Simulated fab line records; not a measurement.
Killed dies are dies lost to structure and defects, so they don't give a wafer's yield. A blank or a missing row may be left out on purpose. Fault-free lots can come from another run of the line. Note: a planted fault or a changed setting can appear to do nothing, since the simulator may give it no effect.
Which tool was responsible? ; flow n5_finfet ; 24 lots with 72 wafers sampled at 4 steps, on a route of 1938 steps

WHAT THE GAUGES READ, wafer by wafer
N5_WELL_APT_INSPECT_38: inspects for defects (darkfield).
lot;measured;on;raw_defect_count
L074;day 1 16:54;defect_inspect-02;9 10 16
L075;day 1 22:37;defect_inspect-01;5 17 11
L076;day 2 04:33;defect_inspect-01;20 10 13
L077;day 2 10:40;defect_inspect-02;11 10 11
L078;day 2 16:39;defect_inspect-01;20 17 10
L079;day 2 22:55;defect_inspect-01;13 11 12
L080;day 3 05:16;defect_inspect-01;12 9 13
L081;day 3 11:26;defect_inspect-02;19 15 16
L082;day 3 19:27;defect_inspect-02;9 13 14
L083;day 3 23:13;defect_inspect-02;8 5 7
L084;day 4 04:55;defect_inspect-02;25 10 12
L085;day 4 11:01;defect_inspect-02;11 6 16
L086;day 4 17:08;defect_inspect-02;15 14 17
L087;day 4 22:49;defect_inspect-01;24 17 17
L088;day 5 05:28;defect_inspect-01;13 11 11
L089;day 5 10:35;defect_inspect-02;13 24 14
L090;day 5 17:08;defect_inspect-01;16 10 16
L091;day 5 23:08;defect_inspect-01;11 29 14
L092;day 6 05:48;defect_inspect-01;12 10 16
L093;day 6 11:21;defect_inspect-01;18 21 7
L094;day 6 18:55;defect_inspect-02;11 5 23
L095;day 6 23:13;defect_inspect-02;23 15 15
L096;day 7 05:04;defect_inspect-01;15 16 13
L097;day 7 11:34;defect_inspect-01;8 12 15

N5_FIN_SAQP_OVL_MEAS_17.
lot;measured;on;FIN_CORE_OVL (nm)
L074;day 1 21:41;overlay-01;1.6 2.4 1.0
L075;day 2 03:10;overlay-01;0.1 0.5 0.6
L076;day 2 10:09;overlay-01;0.0 1.1 0.8
L077;day 2 15:34;overlay-01;0.6 0.7 2.2
L078;day 2 22:17;overlay-01;1.2 0.8 0.7
L079;day 3 04:08;overlay-01;1.5 1.6 0.2
L080;day 3 10:00;overlay-01;0.3 1.2 1.2
L081;day 3 16:10;overlay-02;0.4 0.6 -0.1
L082;day 4 00:11;overlay-02;0.3 0.4 -0.5
L083;day 4 04:05;overlay-02;0.0 -0.9 -0.5
L084;day 4 10:11;overlay-02;-0.2 0.4 -0.7
L085;day 4 16:11;overlay-02;0.1 -0.1 0.7
L086;day 4 21:57;overlay-01;0.6 0.0 1.5
L087;day 5 05:02;overlay-01;0.3 0.3 0.1
L088;day 5 10:33;overlay-01;-0.6 -0.4 2.0
L089;day 5 16:16;overlay-01;0.6 1.0 1.6
L090;day 5 22:56;overlay-01;1.0 -0.7 0.6
L091;day 6 04:40;overlay-01;-1.6 -0.7 -0.4
L092;day 6 10:59;overlay-02;0.4 -0.2 0.4
L093;day 6 17:10;overlay-02;-0.7 -0.9 0.5
L094;day 6 23:52;overlay-02;1.2 0.1 -0.7
L095;day 7 05:37;overlay-02;0.5 -0.7 -1.0
L096;day 7 11:06;overlay-01;1.0 0.5 3.1
L097;day 7 16:07;overlay-01;0.5 1.6 -0.2

N5_FIN_SAQP_CD_MEAS_37: the cd target is 8 nm.
lot;measured;on;cd_nm (nm)
L074;day 2 01:50;cd_sem-03;8.0 7.9 8.2
L075;day 2 07:20;cd_sem-01;7.9 7.8 8.1
L076;day 2 15:10;cd_sem-03;8.3 8.7 8.0
L077;day 2 19:55;cd_sem-03;7.8 7.8 8.1
L078;day 3 03:09;cd_sem-03;8.0 9.1 8.3
L079;day 3 09:41;cd_sem-02;7.7 8.0 8.5
L080;day 3 15:28;cd_sem-01;8.4 8.0 8.6
L081;day 3 20:44;cd_sem-03;8.1 8.5 7.7
L082;day 4 04:19;cd_sem-03;7.7 8.4 7.7
L083;day 4 08:19;cd_sem-03;7.8 7.8 8.1
L084;day 4 14:25;cd_sem-02;8.9 7.9 8.2
L085;day 4 21:32;cd_sem-03;8.5 8.6 8.6
L086;day 5 02:55;cd_sem-02;8.1 8.1 8.0
L087;day 5 09:35;cd_sem-01;8.5 8.6 8.5
L088;day 5 14:41;cd_sem-03;8.2 8.2 8.1
L089;day 5 21:12;cd_sem-01;8.2 8.9 8.6
L090;day 6 04:23;cd_sem-03;8.0 7.9 8.2
L091;day 6 10:20;cd_sem-01;8.2 8.3 8.2
L092;day 6 15:13;cd_sem-01;8.3 7.4 8.5
L093;day 6 21:32;cd_sem-03;8.2 8.1 8.2
L094;day 7 05:04;cd_sem-01;8.3 8.0 7.8
L095;day 7 10:45;cd_sem-02;8.5 7.9 8.4
L096;day 7 15:45;cd_sem-03;8.4 8.1 8.7
L097;day 7 21:55;cd_sem-01;8.0 8.5 7.9

EACH LOT AND THE TOOL THAT RAN IT (in order: tool; ch and the chambers of the sampled wafers; start)
lot;N5_ZERO_LAYER_STRIP_24
L074;plasma_asher-02 ch 0,1, day 1 13:02
L075;plasma_asher-02 ch 0,1, day 1 18:58
L076;plasma_asher-02 ch 0, day 2 00:54
L077;plasma_asher-02 ch 0,1, day 2 06:53
L078;plasma_asher-01 ch 0, day 2 12:54
L079;plasma_asher-01 ch 0,1, day 2 18:53
L080;plasma_asher-02 ch 0,1, day 3 01:02
L081;plasma_asher-02 ch 1, day 3 07:08
L082;plasma_asher-02 ch 0,1, day 3 13:01
L083;plasma_asher-01 ch 0,1, day 3 19:34
L084;plasma_asher-01 ch 0, day 4 01:14
L085;plasma_asher-02 ch 0,1, day 4 07:01
L086;plasma_asher-01 ch 0,1, day 4 12:54
L087;plasma_asher-01 ch 0,1, day 4 18:53
L088;plasma_asher-02 ch 0,1, day 5 01:03
L089;plasma_asher-01 ch 0, day 5 06:55
L090;plasma_asher-01 ch 0,1, day 5 12:57
L091;plasma_asher-01 ch 0,1, day 5 19:02
L092;plasma_asher-01 ch 0,1, day 6 01:14
L093;plasma_asher-02 ch 0,1, day 6 06:56
L094;plasma_asher-02 ch 0,1, day 6 14:48
L095;plasma_asher-01 ch 0, day 6 19:07
L096;plasma_asher-02 ch 0,1, day 7 01:12
L097;plasma_asher-02 ch 0,1, day 7 07:01
- N5_ZERO_LAYER_STRIP_24: strips in O2.

WHAT THE TOOLS THEMSELVES READ (means of the sampled wafers that have a number; where no wafer has one, the mark that the record gives instead)
N5_ZERO_LAYER_STRIP_24.
lot;tool;drypump_motor_current_A (A);heater_power_w (W);oes_product_au (a.u.);strip_time_to_endpoint_s (s)
L074;plasma_asher-02;5.0;375;0.647;43.83
L075;plasma_asher-02;5.0;374;0.648;43.68
L076;plasma_asher-02;4.8;363;0.647;43.92
L077;plasma_asher-02;5.0;378;0.644;43.77
L078;plasma_asher-01;5.7;333;0.650;43.96
L079;plasma_asher-01;5.7;329;0.650;43.98
L080;plasma_asher-02;5.1;380;0.649;43.86
L081;plasma_asher-02;5.1;386;0.649;43.97
L082;plasma_asher-02;5.1;382;0.646;43.90
L083;plasma_asher-01;5.7;324;0.646;43.76
L084;plasma_asher-01;5.7;332;0.648;43.84
L085;plasma_asher-02;5.0;380;0.643;43.76
L086;plasma_asher-01;5.7;317;0.647;43.76
L087;plasma_asher-01;5.7;328;0.649;43.74
L088;plasma_asher-02;5.0;377;0.647;43.89
L089;plasma_asher-01;5.7;332;0.650;43.70
L090;plasma_asher-01;5.7;317;0.643;43.83
L091;plasma_asher-01;5.7;318;0.643;43.84
L092;plasma_asher-01;5.7;325;0.644;43.77
L093;plasma_asher-02;5.0;380;0.651;43.78
L094;plasma_asher-02;4.9;366;0.648;43.84
L095;plasma_asher-01;5.7;332;0.648;43.77
L096;plasma_asher-02;5.1;381;0.646;43.72
L097;plasma_asher-02;5.0;380;0.644;43.80

THE ANSWER, worked out from the rows above alone
Rule: the usual values come from the lots themselves. Put in order of their means at a reading, lots are off if they are a third of the lots or fewer, leave a main group of 4 or more, and stand apart from it by a gap of 3 or more times the standard deviation of the main group's means; of several such gaps the widest counts. A main group whose means are all the same, to the digits that the tables above print for the reading, isn't used. Also off: a lot with no number at a reading for which 4 or more lots have one. Any other lot the step has rows for is counted as sound. The gauges are gone through in route order, then the tools' own readings, and for those a lot's mean is taken as printed above. At the first step where some lot is off, the reading lying furthest off is the one used; lots without a number count as furthest.
Nothing can be told from this: no lot is off at any reading shown.

WHAT THE SIMULATOR PUT IN
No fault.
